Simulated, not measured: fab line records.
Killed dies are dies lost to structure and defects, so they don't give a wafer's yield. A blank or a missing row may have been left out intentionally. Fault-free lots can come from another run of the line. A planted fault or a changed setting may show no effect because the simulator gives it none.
8D (eight disciplines) problem report, filled in by code :: flow n5Finfet :: the parts of the form that need people (team, actions taken, sign-off) are left out

## 1. THE ISSUE
At N5_MOL_CONTACT_COAG_ETCH_89, etchRfOnTimeS averages 6.68 s over 3 wafers from 2 lots, while fault-free wafers read 10.41 s, standard deviation 0.17. That puts it -22 standard deviations away from the usual mean.
The step: etches underlayer in N2/H2, target depth 13 nm, time 10.4 s.
Seen first at day 10 13:08 on rieDiel-03, wafer L797.2. The record holds 25 wafers of 9 lots with a number at this step. The rule behind "out" and "out of limits": a value lying over 4 standard deviations away from the usual mean. Any other wafer with a number is counted as sound.

## 2. WHAT IT IS AND WHAT IT IS NOT
question: which readings at this step
is: etchRfOnTimeS
is not: drypumpMotorCurrentA, rfVppV, showerheadPlenumPTorr, throttleValvePct

question: which lots
is: L797, L798
is not: L776, L778, L782, L787, L788, L790, L795

question: which wafers of those lots
is: L797.2, L797.3, L798.2
is not: L798.1

question: read on which tools
is: rieDiel-03
is not: rieDiel-05, rieDiel-06

question: when
is: from day 10 13:08
is not: up to then (21 sound wafers); but 1 sound wafer of L798 came after

## 3. WHAT RULES OUT EACH SUSPECT
Counting: a tool at a process step up to the reading stays a suspect if it ran every lot that is out. Sound lots after the first of them don't rule it out here, since some wafers of a struck lot are sound.
- aldSin-01 at N5_MOL_CONTACT_COAG_ALD_27 (deposits SiOC, target thk 17 nm, pulse time 1.5 s, time 2720 s): kept. It ran every lot that is out, first L797 (day 10 09:46); its last sound lot up to then is L790 (day 8 17:02).
- rieDiel-03 at N5_MOL_CONTACT_COAG_ETCH_89 (etches underlayer in N2/H2, target depth 13 nm, time 10.4 s): kept. It ran every lot that is out, first L797 (day 10 13:08); its last sound lot up to then is L795 (day 10 00:35). Its own etchRfOnTimeS readings are out on those wafers.
- Within aldSin-01 at N5_MOL_CONTACT_COAG_ALD_27: the wafers that are out ran in chambers 1, 2; their sound lot-mates ran in chamber 3.
Left after counting: aldSin-01 at N5_MOL_CONTACT_COAG_ALD_27, rieDiel-03 at N5_MOL_CONTACT_COAG_ETCH_89.

## 4. THE CAUSE (what the simulator had put in)
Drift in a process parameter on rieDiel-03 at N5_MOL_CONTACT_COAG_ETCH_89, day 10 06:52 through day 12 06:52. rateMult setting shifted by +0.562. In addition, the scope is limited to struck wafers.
Counting left 2 suspects, and this tool is among them.

## 5. THE CHAIN OF EFFECTS, in route order
Each row: a reading where the mean over the struck wafers with a number is more than 3 standard deviations away from the usual. Only readings for which the record gives a usual standard deviation are gone through. hours: the time from each lot's start at the first step in this table that gives one to its start at this step, as a median over the lots. sigmas: the change in usual standard deviations.
hours: 0
step: N5_MOL_CONTACT_COAG_ETCH_89
reading: etchRfOnTimeS
usual: 10.41 s
on struck wafers: 6.68
change: -3.73
sigmas: -22
It contains these process steps:
- N5_MOL_CONTACT_COAG_ETCH_89: etches underlayer in N2/H2, target depth 13 nm, time 10.4 s.
Later measuring or inspecting steps at which every struck wafer that the step has a row for has a number for every such reading, and none has moved that far: N5_BEOL_M4_RC_MEAS_101.

## 6. WHAT WOULD HAVE CAUGHT IT SOONER
First out-of-limits reading in this record: day 10 13:08, which is 6 hours after fault onset at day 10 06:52.
